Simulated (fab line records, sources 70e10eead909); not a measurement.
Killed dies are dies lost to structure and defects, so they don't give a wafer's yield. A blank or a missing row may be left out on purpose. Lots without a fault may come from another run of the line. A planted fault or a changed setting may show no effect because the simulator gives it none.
fab line records | flow nand_harc
record lots=6 wafers=18 last_day=32
route steps=1302 shown P_GATE@171
lots that met no fault: from a run of the same line without faults
start_h: hours from the record's first day to the start of the lot's first wafer shown | wait_h: hours since the lot's step before | " the same as in the row above | L1.1+2: a row that stands for several wafers | - no value, or no start given | * or withheld: withheld | < > ~ a bound
route shown NAME@n: a module of which the file shows steps, and the number in the route of the first | usual: mean/standard deviation of fault-free wafers | same: alike in all rows | chamber/n: place in a boat | sites: the reading at each site | _std_site: their standard deviation | _edge_site: outer sites' mean less inner sites' | radius_mm: how far each site lies from the wafer's centre | mask NAME#n: copy n | behind: the tool/chamber that last shaped the wafer | hold: why the lot was held/for how many hours/how that ended | device: the transistor (n, p or np) that didn't switch | end of line: the same wafers' tests at the end of the route | a step without rows: its recipe alone | killed: dies lost to structure and defects at the first sort, not the wafer's yield | map: a wafer's dies, x killed, . not, _ none there
set.NAME: the setting as run; set.NAME@STEP: as run at that earlier step | model.NAME: the simulator's own value behind a step, which no gauge read
lots at some steps of the route; a table a step, a row a wafer
services: from which hour (start_h, from the record's first day; less than 0 if before it) a tool's chamber was out of use, for how many hours, and why
## steps
# step NHARC_P_GATE_HARDBAKE_47
# recipe temp_c=125 time_s=80
# step NHARC_P_GATE_DESCUM_48
# recipe time_s=3 o2_flow_sccm=200 ar_flow_sccm=0 bias_power_w=0 chemistry=O2
# usual drypump_motor_current_A=5.7/0.48 oes_product_au=0.993/0.014 rf_vpp_V=57.8/0.97 showerhead_plenum_p_Torr=1.92/0.059 throttle_valve_pct=11.312/0.0091
# columns lot.wafer tool chamber start_h wait_h drypump_motor_current_A oes_product_au rf_hours_counter_h rf_vpp_V showerhead_plenum_p_Torr throttle_valve_pct
L984.2 rie_diel-08 1 128.76 - 5.7 0.993 5.6 59.4 1.91 11.317
L984.5 " 2 " " 5.6 0.972 - 58.2 1.91 11.318
L984.6 " 3 " " 5.9 0.999 - 58.9 1.92 11.307
L991.1 rie_diel-03 0 201.75 - 4.8 1.010 3.1 58.3 1.99 11.291
L991.2 " 1 " " 5.0 1.020 3.0 58.9 2.07 11.318
L991.6 " 0 " " 4.8 1.006 - 59.4 1.99 11.297
L994.4 rie_diel-05 1 226.49 - 6.4 0.987 7.3 57.4 1.93 11.315
L994.3 " 2 " " 5.7 1.007 6.4 59.2 1.89 11.306
L994.6 " 0 " " 5.5 0.998 - 59.1 1.83 11.307
L100.2 rie_diel-03 3 292.97 - 6.7 1.020 0.1 59.3 2.01 11.313
L100.4 " 0 " " 4.8 1.002 0.1 58.1 1.99 11.322
L100.5 " 2 " " 6.3 1.001 - 56.9 1.86 11.317
L101.2 rie_diel-05 3 302.82 - 5.3 0.993 2.7 57.0 1.90 11.303
L101.1 " 0 " " 5.5 0.996 2.4 57.6 1.83 11.322
L101.6 " 0 " " 5.5 0.998 - 55.1 1.83 11.313
L103.4 rie_diel-08 3 320.61 - 5.9 0.979 5.7 57.0 1.92 11.308
L103.5 " 2 " " 5.6 0.984 - 57.1 1.91 11.304
L103.6 " 3 " " 5.9 0.968 - 58.4 1.92 11.303
# step NHARC_P_GATE_IMPLANT_49
# recipe energy_kev=30 dose_cm2=3e+15 tilt_deg=7
# step NHARC_P_GATE_STRIP_111
# recipe power_w=1500 temp_c=110 time_s=250 chemistry=N2/H2
# usual drypump_motor_current_A=5.8/0.53 heater_power_w=92/8.4 rf_refl_power_W=21/6.2
# columns lot.wafer tool chamber start_h wait_h drypump_motor_current_A heater_power_w rf_hours_counter_h rf_refl_power_W
L984.2 plasma_asher-01 1 129.09 0.2 6.6 99 26 13
L984.6 " 1 " " 6.6 101 - 12
L984.5 " 0 " " 5.8 89 - 23
L991.2 plasma_asher-01 0 202.12 0.2 5.8 94 5 22
L991.1 " 1 " " 6.6 102 5 13
L991.6 " 0 " " 5.8 94 - 22
L994.3 plasma_asher-01 0 226.93 0.2 5.8 91 - 22
L994.4 " 1 " " 6.6 106 - 13
L994.6 " 0 " " 5.8 90 - 22
L100.2 plasma_asher-02 0 293.38 0.2 5.6 83 6 19
L100.4 " 1 " " 5.1 96 - 29
L100.5 " 1 " " 5.1 95 - 30
L101.1 plasma_asher-01 0 303.66 0.2 5.8 91 26 22
L101.2 " 1 " " 6.6 102 26 12
L101.6 " 0 " " 5.8 92 - 22
L103.4 plasma_asher-02 1 321.07 0.2 5.1 95 - 29
L103.6 " 1 " " 5.1 97 - 30
L103.5 " 0 " " 5.6 80 - 19
# step NHARC_P_GATE_STRIP_75
# recipe power_w=1500 temp_c=250 chemistry=O2
# usual drypump_motor_current_A=5.8/0.53 heater_power_w=346/32 rf_refl_power_W=21/6.1
# columns lot.wafer tool chamber start_h wait_h drypump_motor_current_A heater_power_w rf_hours_counter_h rf_refl_power_W
L984.2 plasma_asher-01 1 129.39 0.2 6.6 379 26 12
L984.6 " 1 " " 6.6 385 - 13
L984.5 " 0 " " 5.8 334 - 22
L991.2 plasma_asher-01 0 202.42 0.2 5.8 350 6 22
L991.1 " 1 " " 6.5 391 6 12
L991.6 " 0 " " 5.8 353 - 23
L994.3 plasma_asher-01 0 227.15 0.2 5.8 347 - 23
L994.4 " 1 " " 6.6 388 - 13
L994.6 " 0 " " 5.8 345 - 22
L100.2 plasma_asher-02 0 293.64 0.2 5.6 301 7 19
L100.4 " 1 " " 5.1 353 - 29
L100.5 " 1 " " 5.1 370 - 29
L101.1 plasma_asher-01 0 303.96 0.3 5.8 346 27 22
L101.2 " 1 " " 6.6 386 27 12
L101.6 " 0 " " 5.8 347 - 23
L103.4 plasma_asher-02 1 321.30 0.2 5.1 347 - 29
L103.6 " 1 " " 5.1 364 - 30
L103.5 " 0 " " 5.6 300 - 18
# step NHARC_P_GATE_STRIP_50
# recipe time_s=900 temp_c=130 chemistry=SPM
# step NHARC_P_GATE_DEHYDRATE_51
# recipe temp_c=150 time_s=120
# step NHARC_P_GATE_HMDS_52
# recipe time_s=30
# step NHARC_P_GATE_COAT_53
# recipe spin_rpm=3000
# step NHARC_P_GATE_SOFTBAKE_54
# recipe temp_c=122 time_s=95
# step NHARC_P_GATE_EBR_55
# step NHARC_P_GATE_EXPOSE_56
# recipe na=0.6 target_cd_nm=720 dose_mj=14.81 mask_id=P_PSD
# step NHARC_P_GATE_PEB_57
# recipe peb_temp_c=118 peb_time_s=85
# usual heater_power_total_W=163.97/0.26 plate_temp_C=117.99/0.14
# same peb_time_s=85
# columns lot.wafer tool chamber start_h wait_h heater_power_total_W plate_temp_C
L984.2 litho_track-07 0 130.10 0.1 163.71 118.05
L984.5 " 0 " " 163.89 118.12
L984.6 " 0 " " 163.62 118.03
L991.1 litho_track-07 0 203.25 0.1 156.66 114.11
L991.2 " 0 " " 157.12 114.12
L991.6 " 0 " " 157.27 114.31
L994.3 litho_track-07 0 227.84 0.1 156.74 114.23
L994.4 " 0 " " 157.22 114.16
L994.6 " 0 " " 156.61 114.29
L100.2 litho_track-02 0 294.35 0.1 163.65 118.08
L100.4 " 0 " " 163.81 118.07
L100.5 " 0 " " 163.73 118.10
L101.1 litho_track-02 0 304.79 0.1 163.69 117.88
L101.2 " 0 " " 163.79 117.99
L101.6 " 0 " " 164.13 118.07
L103.4 litho_track-02 0 322.16 0.0 164.25 118.09
L103.5 " 0 " " 163.98 118.21
L103.6 " 0 " " 164.41 117.97
# step NHARC_P_GATE_DEVELOP_58
# recipe time_s=70
# step NHARC_P_GATE_CD_MEAS_59
# recipe target_cd_nm=720 landing_energy_ev=500
# usual cd_nm=719.7/2.1
# columns lot.wafer tool chamber start_h wait_h cd_nm
L984.2 cd_sem-02 0 130.21 - 721.1
L984.5 " 0 " " 721.5
L984.6 " 0 " " 722.1
L991.1 cd_sem-02 0 203.34 - 714.5
L991.2 " 0 " " 712.1
L991.6 " 0 " " 713.0
L994.3 cd_sem-02 0 227.93 - 713.7
L994.4 " 0 " " 714.3
L994.6 " 0 " " 711.5
L100.2 cd_sem-01 0 294.44 - 718.3
L100.4 " 0 " " 717.0
L100.5 " 0 " " 719.2
L101.1 cd_sem-03 0 304.88 - 715.8
L101.2 " 0 " " 718.3
L101.6 " 0 " " 718.5
L103.4 cd_sem-01 0 322.25 - 716.1
L103.5 " 0 " " 717.0
L103.6 " 0 " " 718.3
# step NHARC_P_GATE_HARDBAKE_60
# recipe temp_c=125 time_s=80
## services
# columns tool chamber start_h hours kind
rie_diel-03 - 104.97 9.0 pm
rie_diel-08 2 109.12 13.6 repair
rie_diel-05 2 118.33 6.6 repair
rie_diel-05 0 132.21 8.8 repair
rie_diel-03 1 146.73 4.7 repair
rie_diel-03 3 153.09 8.0 repair
plasma_asher-01 - 165.00 9.0 pm
plasma_asher-01 0 165.00 9.0 vent_cycle
plasma_asher-01 1 165.00 9.0 vent_cycle
plasma_asher-01 0 174.00 - clean
plasma_asher-01 1 174.00 - clean
rie_diel-05 - 189.25 0.5 repair
rie_diel-03 - 190.71 3.3 repair
rie_diel-08 - 191.10 9.0 pm
plasma_asher-01 - 228.13 4.3 repair
rie_diel-05 - 229.96 9.0 pm
plasma_asher-02 - 249.29 9.0 pm
plasma_asher-02 0 249.29 9.0 vent_cycle
litho_track-07 - 251.00 7.0 pm
rie_diel-03 0 270.11 3.1 repair
rie_diel-03 0 277.96 4.5 repair
rie_diel-03 - 281.97 9.0 pm
rie_diel-03 1 303.06 10.0 repair
rie_diel-05 0 317.44 1.7 repair
## key
first_sign step=NHARC_P_GATE_PEB_57 reading=heater_power_total_W direction=down sigmas=27 usual=* struck=*
effect step=NHARC_P_GATE_PEB_57 reading=plate_temp_C direction=down sigmas=27 usual=* struck=*
effect step=NHARC_P_GATE_CD_MEAS_59 reading=cd_nm direction=down sigmas=3 usual=719.7 struck=713.2
met_at NHARC_P_GATE_PEB_57
struck_wafers L991.1,L991.2,L991.6,L994.3,L994.4,L994.6
tester_left_out L991,L994
onset_between 130.10 203.25
fault kind=process_parameter_drift tool=litho_track-07 chamber=- onset_h=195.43 steps=NHARC_P_GATE_PEB_57 channel=peb_temp_c offset=* shape=step end_h=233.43 acts_in=* stated=*
# tester_left_out: of these lots the tester's yield and bins aren't shown, on N5 and GAA mostly nor the transistor test; their killed dies are dies lost to structure and defects alone, not to doping, threshold or leakage, so they don't give the yield
